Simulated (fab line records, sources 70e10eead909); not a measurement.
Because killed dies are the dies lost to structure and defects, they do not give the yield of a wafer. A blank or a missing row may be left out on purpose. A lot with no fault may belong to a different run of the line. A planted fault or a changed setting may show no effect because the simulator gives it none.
Struck lot and sound lot, side by side | flow nandHarc | 15 steps out of a route of 1302
Sound: the wafers L909.1, L909.2, L909.6. Wafers struck: L920.2, L920.4, L920.6. The cause is named last.
Per side, at each step with rows, come the tool, then ch with its chambers, and then its first start. Under that, the readings that differ: sound wafers | struck wafers | difference of the means | sigmas: that difference in standard deviations of wafers without a fault.
alike: readings with means less than 2 such deviations apart, plus words and numbers identical on both sides. not compared: withheld readings, readings lacking a value on some wafer, bounds such as >300 that could conceal the same value, and numbers that have no deviation in the record and whose values overlap.
The two part at a step that has a row with sigmas, a row that says differs or no value, or rows on one side only. Non-overlapping numbers with no deviation appear without sigmas and do not part them. A reading missing from all wafers of one side parts the sides only when that side holds two or more wafers.

first, 1 step without rows for these wafers: NHARC_P_GATE_HARDBAKE_92 (time 80 s).
NHARC_P_GATE_DESCUM_93: chemistry O2, time 3 s.
  sound on rieDiel-04 ch 1,2,3, day 7 14:01; struck on rieDiel-04 ch 0,1,2, day 11 23:37
  alike: chamberPressureMTorr, drypumpMotorCurrentA, oesProductAu, rfVppV, showerheadPlenumPTorr, throttleValvePct
  not compared: rfHoursCounterH
then, 1 step without rows for these wafers: NHARC_P_GATE_IMPLANT_94.
NHARC_P_GATE_STRIP_113: strips in N2/H2, time 740 s.
  sound on plasmaAsher-01 ch 0,1, day 7 14:22; struck on plasmaAsher-02 ch 0, day 12 00:05
  alike: drypumpMotorCurrentA, heaterPowerW
  not compared: rfHoursCounterH
NHARC_P_GATE_STRIP_95: strips in O2.
  sound on plasmaAsher-01 ch 0,1, day 7 15:05; struck on plasmaAsher-02 ch 0, day 12 00:41
  alike: drypumpMotorCurrentA, heaterPowerW
  not compared: rfHoursCounterH
then, 1 step without rows for these wafers: NHARC_P_GATE_STRIP_96 (strips in SPM, time 900 s).
NHARC_P_GATE_RTA_64: time 1 s.
  sound on rtpAnneal-01 ch 0, day 7 15:38; struck on rtpAnneal-01 ch 0, day 12 01:17
  alike: annealTempCMax, lampPowerPct, wafer_temp_C_max
then, 1 step without rows for these wafers: NHARC_P_GATE_ETCH_77 (etches SiO2 in dHF, target depth 6 nm).
NHARC_P_GATE_DEGAS_109: time 60 s.
  sound on pvdSputter-03, day 7 15:57; struck on pvdSputter-03, day 12 01:34
  alike: heaterPowerW
then, 3 steps without rows for these wafers: NHARC_P_GATE_PRE_CLEAN_110 (time 30 s); NHARC_P_GATE_SPUTTER_78 (material Ni, target thk 10 nm); NHARC_P_GATE_SPUTTER_79 (material TiN, target thk 10 nm).
NHARC_P_GATE_RTA_80: time 30 s.
  sound on rtpAnneal-01 ch 0, day 7 16:22; struck on rtpAnneal-01, day 12 01:53
  no value came back on the struck wafers for annealTempCMax, lampPowerPct (%), wafer_temp_C_max; on the sound wafers annealTempCMax reads 301.5 300.9 301.3
then, 1 step without rows for these wafers: NHARC_P_GATE_STRIP_67 (strips in SPM, time 600 s).
-- the record jumps here: 19 days lie between the struck wafers' starts before and after (it left off in module P_GATE and takes up again in module END, whose first step shown is number 1302 of the route) --
NHARC_END_SORT_01:
  sound on prober-02 ch 0, day 26 01:26; struck on prober-02 ch 0, day 31 02:49
reading           | sound    | struck                                                            | difference                   | sigmas
hold              | - - -    | awaitDispo/3.3h/scrap awaitDispo/3.3h/scrap awaitDispo/3.3h/scrap | no value on the sound wafers | 
killedAtPeriphery | 1 1 1    | 609 619 620                                                       | +615                         | +99 or more
killedDies        | 47 58 54 | 677 677 677                                                       | +624                         | +31
  alike: killedAtArray, killedAtOther, killedOpen, killedShort

WHERE THEY PART
Last at NHARC_END_SORT_01 as far as this record goes, first at NHARC_P_GATE_RTA_80.

WHY: the cause the simulator had injected
Step skipped in full: rtpAnneal-01, at NHARC_P_GATE_RTA_80, from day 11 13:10 onward. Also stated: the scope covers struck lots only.
